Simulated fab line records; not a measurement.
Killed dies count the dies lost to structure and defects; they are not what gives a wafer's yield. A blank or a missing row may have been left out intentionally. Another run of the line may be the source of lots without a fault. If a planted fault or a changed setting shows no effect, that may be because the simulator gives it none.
fab line records | flow n5Finfet | part 2 of 2: steps 5 to 6 of 6
record: lots: 23 | wafers: 69 | lastDay: 18
route steps=1938 shown MOL_CONTACT_COAG@547 BEOL_M0_SAQP@634
lots untouched by any fault: they come from a run of this same line in which no faults occurred
startH: hours from the record's first day to the start of the lot's first wafer shown | waitH: hours from the lot's prior step to this one | " the same as in the row above | L1.1+2: a single row standing in for several wafers | - no value, or no start given | * or withheld: withheld | < > ~ a bound
route shown NAME@n: names a module that has steps shown in the file, with the first one's number in the route | usual: mean/standard deviation of fault-free wafers | same: alike in all rows | chamber/n: place in a boat | sites: the reading at each site | _std_site: their standard deviation | _edge_site: the outer-site mean with the inner-site mean subtracted | radiusMm: how far each site lies from the wafer's centre | mask NAME#n: copy n | behind: the tool/chamber that last shaped the wafer | hold: what put the lot on hold/how long, in hours/how the hold closed | device: names the non-switching transistor (n, p or np) | end of line: tests run on the same wafers once the route is complete | for a step that has no rows: nothing shown but its recipe | killed: not the wafer's yield, but the dies lost to structure and defects at the first sort | map: a wafer's dies, x killed, . not, _ none there
set.NAME: the setting as run; set.NAME@STEP: as run at that earlier step | model.NAME: the simulator's own value behind a step, which no gauge read
route steps across a sampled set of lots; one table per step, one row per wafer
services: from which hour (startH, from the record's first day; less than 0 if before it) a tool's chamber was out of use, for how many hours, and why
== steps ==
step: N5_MOL_CONTACT_COAG_ETCHBACK_136
recipe: chemistry: CHF3 | target: SiO2 | targetDepthA: 250 | timeS: 16.7 | ionEnergyEv: 200 | pressureMtorr: 30 | sourceW: 610 | biasW: 170 | Ar_flow_sccm: 200 | CHF3_flow_sccm: 50
usual: drypumpMotorCurrentA: 5.8/0.37 | oes_ar_750_au: 0.76/0.073 | oesProductAu: 0.76/0.078 | rfVppV: 523/5.5 | showerheadPlenumPTorr: 2.34/0.07 | throttleValvePct: 18.87/0.26
lot.wafer | tool       | chamber | startH | waitH | drypumpMotorCurrentA | oes_ar_750_au | oesProductAu | rfHoursCounterH | rfVppV | showerheadPlenumPTorr | throttleValvePct
L074.1    | rieDiel-05 | 2       | 101.83 | 0.0   | 6.2                  | 0.69          | 0.70         | 230             | 522    | 2.45                  | 19.07
L074.2    | "          | 3       | "      | "     | 5.7                  | 0.74          | 0.73         | 191             | 517    | 2.37                  | 18.77
L074.6    | "          | 3       | "      | "     | 5.7                  | 0.74          | 0.73         | -               | 517    | 2.37                  | 18.78
L075.1    | rieDiel-05 | 0       | 107.46 | 0.0   | 5.6                  | 0.88          | 0.90         | 36              | 522    | 2.32                  | 18.52
L075.4    | "          | 2       | "      | "     | 6.2                  | 0.69          | 0.70         | 232             | 522    | 2.44                  | 19.07
L075.5    | "          | 3       | "      | "     | 5.8                  | 0.74          | 0.74         | -               | 516    | 2.37                  | 18.78
L076.1    | rieDiel-06 | 3       | 111.20 | 0.0   | 6.2                  | 0.78          | 0.77         | 144             | 524    | 2.30                  | 18.82
L076.2    | "          | 1       | "      | "     | 6.0                  | 0.75          | 0.76         | 142             | 529    | 2.38                  | 18.86
L076.4    | "          | 2       | "      | "     | 5.9                  | 0.69          | 0.69         | -               | 521    | 2.35                  | 18.65
L077.2    | rieDiel-06 | 2       | 120.62 | 0.0   | 5.9                  | 0.70          | 0.68         | 248             | 522    | 2.35                  | 18.65
L077.5    | "          | 1       | "      | "     | 6.0                  | 0.75          | 0.76         | -               | 531    | 2.38                  | 18.85
L077.6    | "          | 3       | "      | "     | 6.1                  | 0.78          | 0.77         | -               | 524    | 2.30                  | 18.83
L079.2    | rieDiel-05 | 2       | 127.36 | 0.0   | 6.3                  | 0.69          | 0.68         | 240             | 520    | 2.44                  | 19.09
L079.4    | "          | 0       | "      | "     | 5.6                  | 0.87          | 0.88         | -               | 522    | 2.32                  | 18.52
L079.5    | "          | 3       | "      | "     | 5.7                  | 0.74          | 0.74         | -               | 516    | 2.37                  | 18.80
L080.3    | rieDiel-05 | 2       | 144.67 | 0.0   | 6.2                  | 0.68          | 0.68         | 247             | 520    | 2.44                  | 19.10
L080.5    | "          | 3       | "      | "     | 5.8                  | 0.73          | 0.72         | -               | 516    | 2.36                  | 18.81
L080.6    | "          | 0       | "      | "     | 5.6                  | 0.86          | 0.87         | -               | 522    | 2.32                  | 18.52
L081.1    | rieDiel-02 | 0       | 145.19 | 0.0   | 5.9                  | 0.72          | 0.71         | 201             | 520    | 2.26                  | 18.85
L081.3    | "          | 2       | "      | "     | 6.2                  | 0.76          | 0.76         | 171             | 534    | 2.47                  | 19.12
L081.5    | "          | 2       | "      | "     | 6.2                  | 0.76          | 0.76         | -               | 533    | 2.47                  | 19.15
L082.1    | rieDiel-02 | 0       | 149.16 | 0.0   | 5.9                  | 0.71          | 0.71         | 203             | 521    | 2.26                  | 18.86
L082.4    | "          | 2       | "      | "     | 6.2                  | 0.76          | 0.75         | 172             | 533    | 2.47                  | 19.13
L082.5    | "          | 2       | "      | "     | 6.1                  | 0.76          | 0.75         | -               | 534    | 2.47                  | 19.17
L084.2    | rieDiel-05 | 1       | 156.65 | 0.0   | 5.1                  | 0.96          | 0.96         | 11              | 528    | 2.34                  | 18.48
L084.3    | "          | 0       | "      | "     | 5.6                  | 0.85          | 0.86         | 56              | 521    | 2.31                  | 18.55
L084.6    | "          | 0       | "      | "     | 5.6                  | 0.85          | 0.86         | -               | 521    | 2.31                  | 18.54
L083.2    | rieDiel-02 | 1       | 157.98 | 0.0   | 5.0                  | 0.74          | 0.73         | 178             | 519    | 2.28                  | 18.72
L083.5    | "          | 2       | "      | "     | 6.2                  | 0.76          | 0.75         | -               | 533    | 2.47                  | 19.15
L083.6    | "          | 3       | "      | "     | 6.1                  | 0.71          | 0.72         | -               | 519    | 2.28                  | 19.23
L085.1    | rieDiel-02 | 3       | 167.93 | 0.0   | 6.1                  | 0.72          | 0.72         | 192             | 519    | 2.27                  | 19.23
L085.5    | "          | 1       | "      | "     | 5.0                  | 0.74          | 0.73         | -               | 520    | 2.28                  | 18.72
L085.6    | "          | 0       | "      | "     | 5.9                  | 0.71          | 0.71         | -               | 519    | 2.26                  | 18.86
L086.1    | rieDiel-02 | 2       | 172.98 | 0.0   | 6.2                  | 0.76          | 0.75         | 180             | 533    | 2.46                  | 19.18
L086.2    | "          | 3       | "      | "     | 6.1                  | 0.72          | 0.71         | 194             | 521    | 2.27                  | 19.27
L086.3    | "          | 0       | "      | "     | 5.9                  | 0.71          | 0.72         | 212             | 519    | 2.26                  | 18.86
L087.1    | rieDiel-06 | 0       | 176.94 | 0.0   | 5.8                  | 0.92          | 0.94         | 21              | 528    | 2.33                  | 18.56
L087.3    | "          | 2       | "      | "     | 5.9                  | 0.95          | 0.95         | 13              | 523    | 2.34                  | 18.29
L087.5    | "          | 2       | "      | "     | 5.9                  | 0.94          | 0.95         | -               | 522    | 2.34                  | 18.30
L088.2    | rieDiel-02 | 3       | 191.78 | 0.0   | 6.1                  | 0.71          | 0.72         | 200             | 521    | 2.27                  | 19.27
L088.3    | "          | 0       | "      | "     | 5.9                  | 0.70          | 0.71         | 218             | 518    | 2.25                  | 18.88
L088.5    | "          | 3       | "      | "     | 6.1                  | 0.71          | 0.71         | -               | 521    | 2.27                  | 19.28
L089.1    | rieDiel-02 | 2       | 192.12 | 0.0   | 6.2                  | 0.75          | 0.74         | 187             | 533    | 2.46                  | 19.17
L089.2    | "          | 3       | "      | "     | 6.1                  | 0.71          | 0.71         | 200             | 520    | 2.27                  | 19.27
L089.5    | "          | 3       | "      | "     | 6.1                  | 0.71          | 0.71         | -               | 519    | 2.27                  | 19.25
L090.3    | rieDiel-02 | 3       | 195.61 | 0.0   | 6.1                  | 0.71          | 0.71         | 202             | 520    | 2.27                  | 19.29
L090.5    | "          | 2       | "      | "     | 6.1                  | 0.75          | 0.74         | -               | 534    | 2.46                  | 19.17
L090.6    | "          | 0       | "      | "     | 5.9                  | 0.70          | 0.70         | -               | 520    | 2.25                  | 18.88
L091.2    | rieDiel-02 | 2       | 200.65 | 0.0   | 6.1                  | 0.75          | 0.73         | 191             | 535    | 2.46                  | 19.19
L091.4    | "          | 0       | "      | "     | 5.9                  | 0.70          | 0.69         | -               | 519    | 2.25                  | 18.88
L091.5    | "          | 3       | "      | "     | 6.1                  | 0.71          | 0.71         | -               | 518    | 2.27                  | 19.28
L092.2    | rieDiel-06 | 2       | 207.03 | 0.0   | 5.9                  | 0.93          | 0.93         | 22              | 521    | 2.34                  | 18.28
L092.3    | "          | 0       | "      | "     | 5.8                  | 0.90          | 0.90         | 31              | 528    | 2.32                  | 18.57
L092.5    | "          | 2       | "      | "     | 5.9                  | 0.93          | 0.93         | -               | 522    | 2.34                  | 18.32
L093.1    | rieDiel-06 | 0       | 218.06 | 0.0   | 5.9                  | 0.90          | 0.91         | 35              | 527    | 2.32                  | 18.60
L093.3    | "          | 3       | "      | "     | 6.2                  | 0.75          | 0.75         | 175             | 524    | 2.29                  | 18.85
L093.6    | "          | 0       | "      | "     | 5.8                  | 0.90          | 0.92         | -               | 528    | 2.32                  | 18.60
L094.2    | rieDiel-02 | 3       | 224.43 | 0.0   | 6.1                  | 0.70          | 0.70         | 213             | 518    | 2.27                  | 19.28
L094.3    | "          | 0       | "      | "     | 5.8                  | 0.70          | 0.69         | 231             | 518    | 2.25                  | 18.89
L094.5    | "          | 2       | "      | "     | 6.2                  | 0.75          | 0.73         | -               | 534    | 2.46                  | 19.19
L095.3    | rieDiel-06 | 1       | 229.54 | 0.0   | 6.0                  | 0.72          | 0.72         | 187             | 528    | 2.36                  | 18.93
L095.4    | "          | 2       | "      | "     | 5.9                  | 0.91          | 0.92         | 30              | 522    | 2.33                  | 18.34
L095.5    | "          | 1       | "      | "     | 5.9                  | 0.72          | 0.72         | -               | 528    | 2.36                  | 18.94
L096.3    | rieDiel-02 | 1       | 248.19 | 0.0   | 5.0                  | 0.72          | 0.71         | 208             | 518    | 2.27                  | 18.76
L096.4    | "          | 0       | "      | "     | 5.9                  | 0.69          | 0.68         | 239             | 519    | 2.25                  | 18.91
L096.5    | "          | 1       | "      | "     | 5.0                  | 0.72          | 0.70         | -               | 521    | 2.27                  | 18.78
L097.1    | rieDiel-05 | 1       | 248.75 | 0.0   | 5.1                  | 0.88          | 0.89         | 46              | 526    | 2.33                  | 18.52
L097.2    | "          | 3       | "      | "     | 5.7                  | 0.71          | 0.70         | 244             | 514    | 2.35                  | 18.87
L097.3    | "          | 2       | "      | "     | 6.2                  | 0.88          | 0.89         | 30              | 521    | 2.43                  | 18.75
step: N5_BEOL_M0_SAQP_HM_DEP_02
recipe: material: TiN | targetThkA: 120 | tempC: 25 | chamberPressurePa: 0.49996
usual: substrateTempC: 25.00/0.095 | throttleValvePct: 29.6/0.91
lot.wafer | tool          | chamber | startH | waitH | substrateTempC | throttleValvePct
L074.1    | pvdSputter-02 | -       | 108.09 | 1.4   | 25.07          | 30.6
L074.2    | "             | -       | "      | "     | 24.99          | 29.6
L074.6    | "             | -       | "      | "     | 25.14          | 29.9
L075.1    | pvdSputter-01 | -       | 112.29 | 0.3   | 24.89          | 28.7
L075.4    | "             | -       | "      | "     | 24.99          | 30.3
L075.5    | "             | -       | "      | "     | 24.92          | 28.8
L076.1    | pvdSputter-01 | -       | 116.31 | 0.5   | 25.04          | 30.0
L076.2    | "             | -       | "      | "     | 25.04          | 30.3
L076.4    | "             | -       | "      | "     | 25.13          | 29.0
L077.2    | pvdSputter-03 | -       | 127.47 | 1.9   | 25.05          | 30.7
L077.5    | "             | -       | "      | "     | 25.10          | 29.9
L077.6    | "             | -       | "      | "     | 24.99          | 30.9
L079.2    | pvdSputter-02 | -       | 133.20 | 1.3   | 24.98          | 29.8
L079.4    | "             | -       | "      | "     | 25.05          | 28.0
L079.5    | "             | -       | "      | "     | 24.99          | 29.7
L080.3    | pvdSputter-01 | -       | 150.99 | 1.7   | 25.02          | 29.0
L080.5    | "             | -       | "      | "     | 24.99          | 30.3
L080.6    | "             | -       | "      | "     | 25.03          | 28.9
L081.1    | pvdSputter-02 | -       | 152.30 | 0.0   | 24.84          | 29.4
L081.3    | "             | -       | "      | "     | 25.15          | 29.9
L081.5    | "             | -       | "      | "     | 25.15          | 29.8
L082.1    | pvdSputter-03 | -       | 157.50 | 2.3   | 25.06          | 30.9
L082.4    | "             | -       | "      | "     | 25.00          | 29.0
L082.5    | "             | -       | "      | "     | 25.11          | 29.9
L084.2    | pvdSputter-02 | -       | 163.40 | 2.2   | 25.03          | 30.0
L084.3    | "             | -       | "      | "     | 24.91          | 29.6
L084.6    | "             | -       | "      | "     | 25.00          | 29.9
L083.2    | pvdSputter-01 | -       | 164.66 | 0.5   | 24.82          | 28.5
L083.5    | "             | -       | "      | "     | 24.91          | 28.7
L083.6    | "             | -       | "      | "     | 25.07          | 29.0
L085.1    | pvdSputter-02 | -       | 174.17 | 1.7   | 24.92          | 29.7
L085.5    | "             | -       | "      | "     | 25.06          | 30.0
L085.6    | "             | -       | "      | "     | 24.95          | 29.9
L086.1    | pvdSputter-01 | -       | 178.18 | 0.6   | 25.13          | 29.0
L086.2    | "             | -       | "      | "     | 25.00          | 30.7
L086.3    | "             | -       | "      | "     | 24.98          | 29.0
L087.1    | pvdSputter-03 | -       | 181.96 | 0.5   | 24.98          | 28.5
L087.3    | "             | -       | "      | "     | 24.93          | 30.9
L087.5    | "             | -       | "      | "     | 25.00          | 28.9
L088.2    | pvdSputter-02 | -       | 198.27 | 1.9   | 25.10          | 29.9
L088.3    | "             | -       | "      | "     | 24.94          | 30.3
L088.5    | "             | -       | "      | "     | 24.95          | 30.5
L089.1    | pvdSputter-01 | -       | 199.90 | 0.5   | 24.99          | 30.4
L089.2    | "             | -       | "      | "     | 24.84          | 28.8
L089.5    | "             | -       | "      | "     | 25.02          | 30.0
L090.3    | pvdSputter-01 | -       | 203.89 | 1.6   | 24.94          | 29.7
L090.5    | "             | -       | "      | "     | 24.86          | 29.0
L090.6    | "             | -       | "      | "     | 24.77          | 30.1
L091.2    | pvdSputter-03 | -       | 205.90 | 0.5   | 24.93          | 28.9
L091.4    | "             | -       | "      | "     | 25.01          | 31.0
L091.5    | "             | -       | "      | "     | 25.01          | 30.8
L092.2    | pvdSputter-02 | -       | 212.00 | 0.4   | 24.81          | 29.9
L092.3    | "             | -       | "      | "     | 25.00          | 30.5
L092.5    | "             | -       | "      | "     | 25.16          | 30.8
L093.1    | pvdSputter-03 | -       | 223.76 | 1.1   | 25.00          | 28.7
L093.3    | "             | -       | "      | "     | 25.14          | 29.6
L093.6    | "             | -       | "      | "     | 24.90          | 29.8
L094.2    | pvdSputter-01 | -       | 229.78 | 0.8   | 24.93          | 30.0
L094.3    | "             | -       | "      | "     | 25.09          | 28.9
L094.5    | "             | -       | "      | "     | 24.95          | 29.1
L095.3    | pvdSputter-01 | -       | 235.45 | 1.4   | 25.03          | 28.9
L095.4    | "             | -       | "      | "     | 24.98          | 29.8
L095.5    | "             | -       | "      | "     | 25.02          | 28.8
L096.3    | pvdSputter-01 | -       | 253.69 | 0.9   | 24.93          | 28.6
L096.4    | "             | -       | "      | "     | 24.98          | 28.9
L096.5    | "             | -       | "      | "     | 24.96          | 30.4
L097.1    | pvdSputter-03 | -       | 256.70 | 0.9   | 25.16          | 28.8
L097.2    | "             | -       | "      | "     | 25.03          | 29.6
L097.3    | "             | -       | "      | "     | 25.05          | 31.3
== services ==
tool          | chamber | startH | hours | kind
pvdSputter-03 | -       | 75.04  | 0.7   | repair
rieDiel-02    | 2       | 90.82  | 4.3   | repair
rieDiel-06    | 0       | 102.20 | -     | clean
rieDiel-06    | 0       | 102.20 | -     | consumableReplace:focusRing
rieDiel-06    | 0       | 102.20 | 26.8  | scheduledDown
rieDiel-06    | 0       | 102.20 | 26.8  | ventCycle
rieDiel-05    | 1       | 112.02 | -     | clean
rieDiel-05    | 1       | 112.02 | -     | consumableReplace:focusRing
rieDiel-05    | 1       | 112.02 | 15.9  | scheduledDown
rieDiel-05    | 1       | 112.02 | 15.9  | ventCycle
rieDiel-05    | 3       | 117.14 | 1.4   | repair
pvdSputter-03 | -       | 119.61 | 1.0   | repair
rieDiel-06    | 2       | 129.03 | -     | clean
rieDiel-06    | 2       | 129.03 | -     | consumableReplace:focusRing
rieDiel-06    | 2       | 129.03 | 18.5  | scheduledDown
rieDiel-06    | 2       | 129.03 | 18.5  | ventCycle
rieDiel-05    | 0       | 158.30 | 8.1   | repair
rieDiel-02    | 2       | 180.54 | 3.9   | repair
rieDiel-05    | 3       | 185.11 | 4.9   | repair
rieDiel-06    | 2       | 209.85 | 1.5   | repair
pvdSputter-02 | -       | 222.72 | 1.7   | repair
rieDiel-02    | -       | 243.77 | 0.4   | repair
rieDiel-05    | 0       | 246.43 | 14.1  | repair
rieDiel-06    | 1       | 249.84 | 9.5   | repair
